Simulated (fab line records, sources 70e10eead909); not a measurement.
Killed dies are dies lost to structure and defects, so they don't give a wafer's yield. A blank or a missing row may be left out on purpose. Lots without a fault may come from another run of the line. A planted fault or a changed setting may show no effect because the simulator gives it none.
Which tool did it? | flow nand_harc | 14 lots, 42 wafers sampled, at 4 steps of a route of 1159

WHAT THE GAUGES READ, wafer by wafer
NHARC_END_SORT_01.
lot  | measured     | on        | defect_limited_yield (%) | killed_at_array | killed_at_other | killed_at_periphery | killed_dies | killed_open | killed_short | sort_bin_2_pct (%) | sort_bin_3_pct (%) | sort_bin_4_pct (%) | sort_n_pass | sort_rim_yield_pct (%) | sort_yield_pct (%)
L508 | day 20 21:23 | prober-01 | 98.4 95.9 95.9           | 9 23 25         | 0 0 0           | 2 5 3               | 11 28 28    | 2 4 3       | 1 3 3        | 0.7 1.3 1.3        | 0 0 0.15           | 0.9 2.8 2.7        | 666 649 649 | 98.1 97.2 92.5         | 98.4 95.9 95.9
L526 | day 23 19:52 | prober-01 | 0 94.8 94.2              | 672 33 36       | 2 1 2           | 3 1 1               | 677 35 39   | 2 1 0       | 2 2 2        | 95.1 1.9 2.1       | 0.89 0 0.30        | 4.0 3.2 3.4        | 0 642 638   | 0 98.1 96.2            | 0 94.8 94.2
L528 | day 24 18:07 | prober-01 | 0.1 96.9 95.7            | 674 17 26       | 0 0 0           | 2 4 3               | 676 21 29   | 4 4 8       | 3 2 0        | 96.2 1.5 1.0       | 0.44 0.15 0.59     | 3.2 1.5 2.7        | 1 656 648   | 0.9 98.1 94.3          | 0.1 96.9 95.7

WHICH TOOL RAN EACH LOT (tool, then ch and the chambers of the sampled wafers, then the start)
lot  | NHARC_A_M1_PVD_21                       | NHARC_A_M1_ANNEAL_31             | NHARC_A_BONDPAD_ECD_18
L507 | pvd_sputter-02, day 17 22:44 or earlier | rtp_anneal-01 ch 0, day 17 22:44 | ecd_cu-02 ch 0,1, day 18 02:59
L506 | pvd_sputter-03, day 17 23:56 or earlier | rtp_anneal-02 ch 0, day 17 23:56 | ecd_cu-02 ch 0,1, day 18 04:25
L510 | pvd_sputter-01, day 18 03:06 or earlier | rtp_anneal-02 ch 0, day 18 03:06 | ecd_cu-01 ch 0,1, day 18 11:17
L508 | pvd_sputter-02, day 18 03:51 or earlier | rtp_anneal-01 ch 0, day 18 03:51 | ecd_cu-01 ch 0,1, day 18 12:40
L509 | pvd_sputter-03, day 18 04:33 or earlier | rtp_anneal-01 ch 0, day 18 04:33 | ecd_cu-02 ch 0,1, day 18 12:52
L511 | pvd_sputter-02, day 18 21:34 or earlier | rtp_anneal-01 ch 0, day 18 21:34 | ecd_cu-01 ch 0,1, day 19 02:15
L512 | pvd_sputter-02, day 19 10:08 or earlier | rtp_anneal-02 ch 0, day 19 10:08 | ecd_cu-01 ch 0,1, day 19 14:34
L513 | pvd_sputter-02, day 19 20:28 or earlier | rtp_anneal-02 ch 0, day 19 20:28 | ecd_cu-02 ch 0,1, day 20 01:14
L517 | pvd_sputter-03, day 20 13:06 or earlier | rtp_anneal-01 ch 0, day 20 13:06 | ecd_cu-02 ch 0,1, day 20 17:25
L519 | pvd_sputter-03, day 20 18:45 or earlier | rtp_anneal-01 ch 0, day 20 18:45 | ecd_cu-01 ch 0,1, day 20 23:02
L520 | pvd_sputter-01, day 21 08:32 or earlier | rtp_anneal-01 ch 0, day 21 08:32 | ecd_cu-02 ch 0,1, day 21 12:39
L522 | pvd_sputter-01, day 21 17:10 or earlier | rtp_anneal-02 ch 0, day 21 17:10 | ecd_cu-01 ch 0,1, day 21 21:26
L526 | pvd_sputter-02, day 22 07:31 or earlier | rtp_anneal-01 ch 0, day 22 07:31 | ecd_cu-01 ch 0,1, day 22 11:41
L528 | pvd_sputter-01, day 23 04:35 or earlier | rtp_anneal-02 ch 0, day 23 04:35 | ecd_cu-01 ch 0,1, day 23 08:52
- NHARC_A_M1_PVD_21: deposits Cu, target thk 30 nm, time 20.49 s.
- NHARC_A_M1_ANNEAL_31: time 90 s.
- NHARC_A_BONDPAD_ECD_18: material Cu, target thk 400 nm.

WHAT THE TOOLS THEMSELVES READ (means of the sampled wafers that have a number; where no wafer has one, the mark that the record gives instead)
NHARC_A_M1_PVD_21.
lot  | tool           | cathode_dc_power_W (W) | substrate_temp_c (C) | throttle_valve_pct (%)
L507 | pvd_sputter-02 | 4999.9                 | 30.01                | 29.8
L506 | pvd_sputter-03 | 5000.3                 | 30.00                | 29.6
L510 | pvd_sputter-01 | 4999.7                 | 30.11                | 30.3
L508 | pvd_sputter-02 | 4999.4                 | 29.96                | 29.1
L509 | pvd_sputter-03 | 4999.6                 | 30.01                | 29.8
L511 | pvd_sputter-02 | 5000.1                 | 30.10                | 30.6
L512 | pvd_sputter-02 | 4999.4                 | 30.00                | 30.6
L513 | pvd_sputter-02 | 5000.1                 | 30.06                | 30.5
L517 | pvd_sputter-03 | 4999.2                 | 29.98                | 29.4
L519 | pvd_sputter-03 | 5001.2                 | 29.94                | 29.5
L520 | pvd_sputter-01 | 5001.2                 | 30.07                | 30.2
L522 | pvd_sputter-01 | 4999.7                 | 30.08                | 29.9
L526 | pvd_sputter-02 | 5000.6                 | 30.10                | 30.4
L528 | pvd_sputter-01 | 4999.7                 | 30.05                | 29.8

NHARC_A_M1_ANNEAL_31.
lot  | tool          | wafer_temp_C_max
L507 | rtp_anneal-01 | 226.36
L506 | rtp_anneal-02 | 226.44
L510 | rtp_anneal-02 | 226.27
L508 | rtp_anneal-01 | 226.18
L509 | rtp_anneal-01 | 226.20
L511 | rtp_anneal-01 | 226.13
L512 | rtp_anneal-02 | 226.38
L513 | rtp_anneal-02 | 226.33
L517 | rtp_anneal-01 | 226.18
L519 | rtp_anneal-01 | 226.15
L520 | rtp_anneal-01 | 226.28
L522 | rtp_anneal-02 | 226.20
L526 | rtp_anneal-01 | 226.01
L528 | rtp_anneal-02 | 226.48

NHARC_A_BONDPAD_ECD_18.
lot  | tool      | bath_temp_c (C)
L507 | ecd_cu-02 | 24.94
L506 | ecd_cu-02 | 24.94
L510 | ecd_cu-01 | 24.92
L508 | ecd_cu-01 | 25.07
L509 | ecd_cu-02 | 24.94
L511 | ecd_cu-01 | 25.09
L512 | ecd_cu-01 | 24.88
L513 | ecd_cu-02 | 25.09
L517 | ecd_cu-02 | 25.06
L519 | ecd_cu-01 | 25.04
L520 | ecd_cu-02 | 25.11
L522 | ecd_cu-01 | 24.99
L526 | ecd_cu-01 | 24.97
L528 | ecd_cu-01 | 25.16

THE ANSWER, worked out from the rows above alone
Rule: what is usual is taken from the lots themselves. Put in order of their means at a reading, lots are off if they are a third of the lots or fewer, leave a main group of 4 or more, and stand apart from it by a gap of 3 or more times the standard deviation of the main group's means; of several such gaps the widest counts. A main group whose means are all the same, to the digits that the tables above print for the reading, isn't used. A lot without any number at a reading at which 4 lots or more have one is off too. The other lots that the step has rows for count as sound. The gauges are gone through in route order, then the tools' own readings, and for those a lot's mean is taken as printed above. The first step at which some lot is off is used, and at that step the reading that is off furthest; a lot without a number counts as furthest.
No lot is off at any reading shown: from this, nothing can be told.

WHAT THE SIMULATOR HAD PUT IN
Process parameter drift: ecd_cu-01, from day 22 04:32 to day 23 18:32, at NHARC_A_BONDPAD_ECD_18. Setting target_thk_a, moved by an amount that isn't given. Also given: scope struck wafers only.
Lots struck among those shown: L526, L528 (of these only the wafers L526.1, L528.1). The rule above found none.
